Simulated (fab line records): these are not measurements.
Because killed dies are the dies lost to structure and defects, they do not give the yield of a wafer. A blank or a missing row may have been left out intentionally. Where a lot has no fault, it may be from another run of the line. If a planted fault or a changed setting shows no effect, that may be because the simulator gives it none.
Struck lot and sound lot, side by side	flow n5-finfet	38 out of 1938 route steps
Sound: the wafers L390.2, L390.3, L390.6. Struck: wafer L403.1. (L403.3, L403.4 of the same lot were not struck and are left out.) The cause comes at the end.
Each step with rows lists, per side, the tool, then ch with its chambers, then its first start. Under that, the readings that differ: sound wafers	struck wafers	difference of the means	sigmas: that difference in standard deviations of wafers without a fault.
alike: same words and numbers on both sides, and readings whose means sit less than 2 such deviations apart. not compared: any withheld reading, any reading some wafer has no value for, any bound like >300 that may hide the same value, and any number with overlapping values for which the record gives no deviation.
Wherever a step has rows on one side only, a row that says differs or no value, or a row with sigmas, the two part there. Non-overlapping numbers with no deviation appear without sigmas and do not part them. A reading missing from all wafers of one side parts the sides only when that side holds two or more wafers.

first, 9 steps without rows for these wafers: N5_MOL_CONTACT_COAG_CVD_140 (deposits W, target thk 66.5 nm, time 215 s); N5_MOL_CONTACT_COAG_PRECLEAN_127 (cleans in DIW, time 57.5 s); N5_MOL_CONTACT_COAG_SRD_128 (dry time 32 s); N5_MOL_CONTACT_COAG_CMP_52 (polishes, stops on SiO2, t overpolish 1.5 s, target thk 66.5 nm); N5_MOL_CONTACT_COAG_ANNEAL_112 (time 1800 s); N5_BEOL_M0_SAQP_PECVD_00 (deposits SiCN from 3MS/NH3, target thk 8 nm, time 14 s); N5_BEOL_M0_SAQP_ILD_DEP_01 (deposits SiOC from DEMS/O2, target thk 45.419 nm, time 8.7 s); N5_BEOL_M0_SAQP_HM_DEP_02 (deposits TiN, target thk 12 nm); N5_BEOL_M0_SAQP_PECVD_03 (deposits SiCN from 3MS/NH3, target thk 12 nm, time 21.1 s).
N5_BEOL_M0_SAQP_PECVD_96: deposits a-Si from SiH4/He, target thk 45 nm, time 45.2 s.
  sound on pecvd-04 ch 1,2, day 7 04:27; struck on pecvd-04 ch 1, day 10 04:45
reading	sound	struck	difference	sigmas
model.a-Si_of_BEOL_M0_SAQP_PECVD_96.thk-nm (nm)	44.4 44.6 45	43.6	-1.1	
  alike: heater-power-outer-w, heater-power-w, showerhead-plenum-p-Torr, throttle-valve-pct
then, 25 steps without rows for these wafers: N5_BEOL_M0_SAQP_PECVD_97 (deposits SiNx from SiH4/NH3/N2, target thk 23 nm, time 19.9 s); N5_BEOL_M0_SAQP_PECVD_04 (deposits a-Si from SiH4/He, target thk 60 nm, time 60.2 s); N5_BEOL_M0_SAQP_HM_DEP_111 (deposits SiO2 from SiH4/N2O, target thk 12 nm, time 7.2 s); N5_BEOL_M0_SAQP_COAT_81 (time 60 s, resist thk 100 nm); N5_BEOL_M0_SAQP_COAT_82 (time 60 s, resist thk 30 nm); N5_BEOL_M0_SAQP_COAT_08 (resist thk 90 nm); N5_BEOL_M0_SAQP_EBR_10; N5_BEOL_M0_SAQP_SOFTBAKE_09 (time 60 s); N5_BEOL_M0_SAQP_EXPOSE_11 (exposes mask M0 CORE, target cd 42 nm); N5_BEOL_M0_SAQP_PEB_12 (peb time 60 s); N5_BEOL_M0_SAQP_DEVELOP_13 (develop time 30 s); N5_BEOL_M0_SAQP_DESCUM_19 (chemistry O2, time 7.9 s); N5_BEOL_M0_SAQP_ETCH_83 (etches SiARC in CF4, target depth 39 nm, time 65 s); N5_BEOL_M0_SAQP_ETCH_84 (etches SOC in N2/H2, target depth 100 nm, overetch 20 nm, time 150 s); N5_BEOL_M0_SAQP_STRIP_80 (strips in N2/H2); N5_BEOL_M0_SAQP_HM_OPEN_112 (chemistry CHF3/O2, target SiO2, stops on a-Si, target depth 12 nm, time 13.5 s); N5_BEOL_M0_SAQP_STRIP_113 (strips in CHF3/O2); N5_BEOL_M0_SAQP_MANDREL_ETCH_20 (etches a-Si in HBr/Cl2, stops on SiNx, target depth 60 nm, bt time 10 s, time 30 s); N5_BEOL_M0_SAQP_STRIP_86 (strips in N2/H2); N5_BEOL_M0_SAQP_STRIP_115 (strips in post etch residue remover, time 60 s); N5_BEOL_M0_SAQP_SRD_93 (time 30 s); N5_BEOL_M0_SAQP_RECESS_114 (chemistry HF/NH3, target SiO2, target depth 14.4 nm, afs cycles 3, sublimation time 60 s); N5_BEOL_M0_SAQP_SPACER1_ALD_98 (deposits SiO2, target thk 12.8 nm, pulse time 1 s, purge time 2 s); N5_BEOL_M0_SAQP_SPACER1_ETCHBACK_99 (etches SiO2 in CHF3/O2, target depth 15.4 nm, time 7.7 s); N5_BEOL_M0_SAQP_MANDREL1_REMOVE_100 (chemistry HBr/Cl2/O2, target a-Si, stops on SiNx, bt time 10 s).
N5_BEOL_M0_SAQP_SPACER2_ETCHBACK_27: etches SiO2 in CHF3/O2, target depth 22.5 nm, time 11.25 s.
  sound on rie-diel-02 ch 1,2, day 7 10:49; struck on rie-diel-03 ch 0, day 10 09:40
reading	sound	struck	difference	sigmas
oes-product-au (a.u.)	0.82 0.71 0.70	0.93	+0.19	+2
model.a-Si_of_BEOL_M0_SAQP_PECVD_96.thk-nm (nm)	42.2 42.6 43	41.4	-1.2	
  alike: drypump-motor-current-A, rf-vpp-V, showerhead-plenum-p-Torr, throttle-valve-pct
  not compared: rf-hours-counter-h
-- the record jumps here: 3 days lie between the struck wafers' starts before and after (it left off in module BEOL_M0_SAQP and takes up again in module BEOL_M4, whose first step shown is number 1111 of the route) --
N5_BEOL_M4_RC_MEAS_101:
  sound on prober-02 ch 0, day 10 10:23; struck on prober-02 ch 0, day 13 05:03
reading	sound	struck	difference	sigmas
DIBL_N (mV/V)	32.5 33.7 31.0	38.5	+6.1	+2
  alike: DIBL_P, IOFF_N, IOFF_P, ION_N, ION_P, SS_N, SS_P, VT_N, VT_P
N5_PASSIVATION_PROBE_49:
  the record holds rows for the sound wafers here (prober-01, day 14 19:22) but none for the struck ones

== WHERE THEY PART ==
At N5_BEOL_M0_SAQP_SPACER2_ETCHBACK_27 first; at N5_PASSIVATION_PROBE_49 last (within this record only).

WHY: whatever the simulator had introduced
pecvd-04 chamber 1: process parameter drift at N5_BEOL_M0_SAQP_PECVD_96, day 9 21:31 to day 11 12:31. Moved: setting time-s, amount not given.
